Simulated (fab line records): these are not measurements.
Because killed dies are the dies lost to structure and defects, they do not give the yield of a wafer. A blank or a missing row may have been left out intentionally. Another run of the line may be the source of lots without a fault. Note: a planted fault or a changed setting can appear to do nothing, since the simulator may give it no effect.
Split-lot study | flow n5Finfet | 7 lots, 21 wafers read, on a route of 1938 steps

## ON THE SPLIT
At N5_SD_EPI_N_PEB_07 (peb time 60 s), the setting pebTimeS was moved away from the recipe's 60 s on 9 of the 21 wafers read, by -19.8% to +17.7%. For the rest of the wafers, this setting stayed at what the recipe calls for.

## THE PATH FROM SPLIT TO READING: the file shows 1 step between them
- N5_SD_EPI_N_DEVELOP_08: develop time 30 s

## THE READING
Shown in nm: cdNm at N5_SD_EPI_N_CD_MEAS_09, with target cd 120 nm. Typical for fault-free wafers on this fab line: 120.1 nm, with standard deviation 0.73 nm.

wafer  | tool, chamber at the split | pebTimeS as run, s | against the recipe | cdNm, nm | against lot-mates on the recipe
L075.3 | lithoTrack-03, 0           | 60                 | recipe             | 120.9    | -
L075.4 | lithoTrack-03, 0           | 67.61              | +12.7%             | 123.8    | +2.9
L075.5 | lithoTrack-03, 0           | 60                 | recipe             | 120.9    | -
L077.2 | lithoTrack-03, 0           | 53.49              | -10.8%             | 115.6    | -3.9
L077.3 | lithoTrack-03, 0           | 53.49              | -10.8%             | 115.1    | -4.4
L077.5 | lithoTrack-03, 0           | 60                 | recipe             | 119.5    | -
L081.1 | lithoTrack-01, 0           | 66.12              | +10.2%             | 123.7    | +3.3
L081.2 | lithoTrack-01, 0           | 60                 | recipe             | 120.4    | -
L081.3 | lithoTrack-01, 0           | 66.12              | +10.2%             | 123.5    | +3.1
L082.1 | lithoTrack-03, 0           | 70.61              | +17.7%             | 126.2    | +4.6
L082.4 | lithoTrack-03, 0           | 60                 | recipe             | 121.6    | -
L082.5 | lithoTrack-03, 0           | 70.61              | +17.7%             | 126.7    | +5.1
L084.4 | lithoTrack-03, 0           | 60                 | recipe             | 120.6    | -
L084.5 | lithoTrack-03, 0           | 60                 | recipe             | 120.3    | -
L084.6 | lithoTrack-03, 0           | 60                 | recipe             | 120.9    | -
L090.1 | lithoTrack-05, 0           | 60                 | recipe             | 118.7    | -
L090.3 | lithoTrack-05, 0           | 60                 | recipe             | 119.1    | -
L090.4 | lithoTrack-05, 0           | 60                 | recipe             | 119.9    | -
L093.2 | lithoTrack-03, 0           | 48.09              | -19.8%             | 112.9    | -7.9
L093.4 | lithoTrack-03, 0           | 60                 | recipe             | 120.8    | -
L093.5 | lithoTrack-03, 0           | 48.09              | -19.8%             | 111.9    | -8.9

THE FIT
A straight line over all 21 wafers: cdNm changes by +0.373 nm for each +1% of pebTimeS; r = +0.98; the points scatter about the line by 0.78 nm.
The same after taking each lot's own level away (the mean of its wafers on the recipe; 21 wafers): +0.347 nm for each +1%; r = +0.98; scatter 0.68 nm.
Per that fit: largest pebTimeS move, reading shift of 6.9 nm.
The lots' own levels span 119.23 to 121.60 nm, that is 3.2 times the standard deviation above.
The two slopes agree, so the slope changes little with the lot-to-lot level.
Check: for one of the wafers moved furthest among these (-19.8%), held out of the fit, the line's prediction against its lot-mates is -7.09 nm. It came out at -7.9 nm against them.

## ADDITIONAL SPLITS CARRIED BY THESE WAFERS
Note: prior to the reading, these wafers also went through further splits. Each is held against what the fit with the lots' levels taken away leaves over:
other split on the same wafers          | wafers away from the commonest value | r with cdNm (lot level and that fit taken away)
N5_ZERO_LAYER_PECVD_02 timeS            | 6                                    | -0.19
N5_PMOS_HMC_CHANNEL_EPI_HM_DEP_34 timeS | 8                                    | +0.02
N5_PMOS_HMC_CHANNEL_EPI_PEB_07 pebTimeS | 9                                    | -0.15
N5_FIN_SAQP_PEB_14 pebTimeS             | 5                                    | +0.05
N5_DUMMY_GATE_CVD_03 tempC              | 6                                    | -0.07
N5_DUMMY_GATE_COAT_28 spinRpm           | 5                                    | -0.48

## THE WHOLE CHAIN: every reading that the file lists as answering this split, in the file's order
step                    | what it does                                                | reading                                                        | change (the file's fit)               | r (the file's)
N5_SD_EPI_N_CD_MEAS_09  | target cd 120 nm                                            | cdNm                                                           | +0.336 nm for each +1% of the setting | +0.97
N5_SD_EPI_N_DESCUM_14   | chemistry O2, time 7.9 s                                    | SD_EPI_N.cdNm (the simulator's own value, which no gauge read) | +0.353 nm for each +1% of the setting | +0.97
N5_SD_EPI_N_ETCH_35     | etches SOC in N2/H2, overetch 108 nm, time 486 s            | SD_EPI_N.cdNm (the simulator's own value, which no gauge read) | +0.486 nm for each +1% of the setting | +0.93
N5_SD_EPI_N_ETCHBACK_44 | etches SiNx in CH3F/O2, stops on SiO2, target depth 14.5 nm | SD_EPI_N.cdNm (the simulator's own value, which no gauge read) | +0.481 nm for each +1% of the setting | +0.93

## THE FILE'S OWN FIT
cdNm changes by +0.336 nm for each +1% of pebTimeS, r = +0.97.
